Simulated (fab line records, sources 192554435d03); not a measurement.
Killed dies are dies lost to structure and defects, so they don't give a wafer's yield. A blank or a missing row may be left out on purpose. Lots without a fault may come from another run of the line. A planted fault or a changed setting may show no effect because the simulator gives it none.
Which tool did it? | flow n5_finfet | 9 lots, 27 wafers sampled, at 5 steps of a route of 1938

WHAT THE GAUGES READ, wafer by wafer
N5_BEOL_M11_OVL_MEAS_29.
lot  | measured     | on         | V10_OVL (nm)
L076 | day 12 05:26 | overlay-02 | 0.4 0.0 0.0
L077 | day 12 11:43 | overlay-02 | -0.4 -1.1 -0.9
L079 | day 13 10:50 | overlay-02 | -1.0 0.2 -0.9
L083 | day 13 21:51 | overlay-02 | 1.1 0.1 0.6
L087 | day 14 12:49 | overlay-01 | -0.5 0.3 0.4
L088 | day 15 12:00 | overlay-02 | -0.5 -0.3 0.5
L092 | day 15 16:02 | overlay-01 | -0.7 -1.0 -0.1
L093 | day 16 23:41 | overlay-02 | -0.6 0.1 0.9
L097 | day 18 02:03 | overlay-01 | 0.2 -0.2 -0.1

WHICH TOOL RAN EACH LOT (tool, then ch and the chambers of the sampled wafers, then the start)
lot  | N5_BEOL_M10_ETCH_62                | N5_BEOL_M10_TRENCH_ETCH_37                    | N5_BEOL_M10_STRIP_77                          | N5_BEOL_M11_ETCH_62
L076 | rie_diel-02 ch 2,3, day 11 18:38   | rie_diel-05 ch 0,1,3, day 12 04:13 or earlier | rie_diel-05 ch 0,1,3, day 12 04:13 or earlier | rie_diel-04 ch 0,2, day 12 04:13
L077 | rie_diel-05 ch 1,2, day 12 01:32   | rie_diel-02 ch 1,2, day 12 08:24 or earlier   | rie_diel-02 ch 1,2, day 12 08:24 or earlier   | rie_diel-03 ch 0,1,2, day 12 08:24
L079 | rie_diel-05 ch 1,3, day 12 23:40   | rie_diel-02 ch 0,3, day 13 08:11 or earlier   | rie_diel-02 ch 0,3, day 13 08:11 or earlier   | rie_diel-03 ch 1,2,3, day 13 08:11
L083 | rie_diel-06 ch 0,2,3, day 13 12:38 | rie_diel-06 ch 0,1,2, day 13 20:57 or earlier | rie_diel-06 ch 0,1,2, day 13 20:57 or earlier | rie_diel-01 ch 0,1,3, day 13 20:57
L087 | rie_diel-02 ch 2,3, day 14 03:50   | rie_diel-02 ch 0,3, day 14 11:56 or earlier   | rie_diel-02 ch 0,3, day 14 11:56 or earlier   | rie_diel-01 ch 0,1,3, day 14 11:56
L088 | rie_diel-02 ch 0,3, day 15 03:06   | rie_diel-06 ch 1,3, day 15 10:53 or earlier   | rie_diel-06 ch 1,3, day 15 10:53 or earlier   | rie_diel-04 ch 0,2,3, day 15 10:53
L092 | rie_diel-05 ch 0,1,3, day 15 07:14 | rie_diel-02 ch 0,1,3, day 15 13:41 or earlier | rie_diel-02 ch 0,1,3, day 15 13:41 or earlier | rie_diel-01 ch 0,1,3, day 15 13:41
L093 | rie_diel-02 ch 1,2,3, day 16 14:02 | rie_diel-06 ch 0,2, day 16 22:50 or earlier   | rie_diel-06 ch 0,2, day 16 22:50 or earlier   | rie_diel-01 ch 1,3, day 16 22:50
L097 | rie_diel-02 ch 1,2, day 17 15:29   | rie_diel-05 ch 1,2,3, day 18 01:17 or earlier | rie_diel-05 ch 1,2,3, day 18 01:17 or earlier | rie_diel-01 ch 0,2,3, day 18 01:17
- N5_BEOL_M10_ETCH_62: etches SOC in N2/H2, target depth 110 nm, overetch 22 nm, time 165 s.
- N5_BEOL_M10_TRENCH_ETCH_37: etches SiCOH lowk in C4F6/O2, target depth 148.83 nm, time 48 s.
- N5_BEOL_M10_STRIP_77: strips in N2/H2, time 10 s.
- N5_BEOL_M11_ETCH_62: etches SOC in N2/H2, target depth 110 nm, overetch 22 nm, time 165 s.

THE ANSWER, worked out from the rows above alone
Rule: what is usual is taken from the lots themselves. Put in order of their means at a reading, lots are off if they are a third of the lots or fewer, leave a main group of 4 or more, and stand apart from it by a gap of 3 or more times the standard deviation of the main group's means; of several such gaps the widest counts. A main group whose means are all the same, to the digits that the tables above print for the reading, isn't used. A lot without any number at a reading at which 4 lots or more have one is off too. The other lots that the step has rows for count as sound.
No lot is off at any reading shown: from this, nothing can be told.

WHAT THE SIMULATOR HAD PUT IN
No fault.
